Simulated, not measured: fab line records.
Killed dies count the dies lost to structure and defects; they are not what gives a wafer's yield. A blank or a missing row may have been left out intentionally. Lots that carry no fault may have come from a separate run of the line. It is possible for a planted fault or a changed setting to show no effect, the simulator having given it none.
Matching of chambers | flow n5Finfet | 4 sister chambers for N5_BEOL_M4_ETCHBACK_99 on rieDiel-06
The step etches SiO2 in CHF3, target depth 5 nm, time 10.4 s. 4 wafers are shown with their chamber, then 8 later ones without.

## EACH WAFER AND ITS CHAMBER
wafer  | chamber | showerheadPlenumPTorr (Torr)
L090.3 | 0       | 2.09
L090.5 | 3       | 2.16
L090.6 | 2       | 2.18
L092.3 | 1       | 2.22

## WAFERS WITHOUT THEIR CHAMBER
wafer  | showerheadPlenumPTorr (Torr)
L092.4 | 2.18
L092.5 | 2.16
L094.1 | 2.22
L094.2 | 2.08
L094.4 | 2.16
L096.1 | 2.16
L096.2 | 2.22
L096.3 | 2.08

## CHAMBER TAKEN BY EACH
wafer  | from the rows above | in truth
L092.4 | 2                   | 2
L092.5 | 3                   | 3
L094.1 | 1                   | 1
L094.2 | 0                   | 0
L094.4 | 3                   | 3
L096.1 | 3                   | 3
L096.2 | 1                   | 1
L096.3 | 0                   | 0
8 of 8 placed correctly. Number that these rows cannot place: 0. 0 placed wrongly.
How it was worked out, from the rows above alone: a wafer's distance from a chamber is the root of the sum, over the readings, of the square of ((its reading less the chamber's mean) divided by the reading's scatter). The wafer belongs to the nearest chamber; if the next one is less than 2 further off, it can't be placed. A chamber's mean is the mean of its shown wafers. The scatter: with one shown wafer a chamber, the root of the mean of the squares of how far each hidden wafer lies from its nearest shown one.
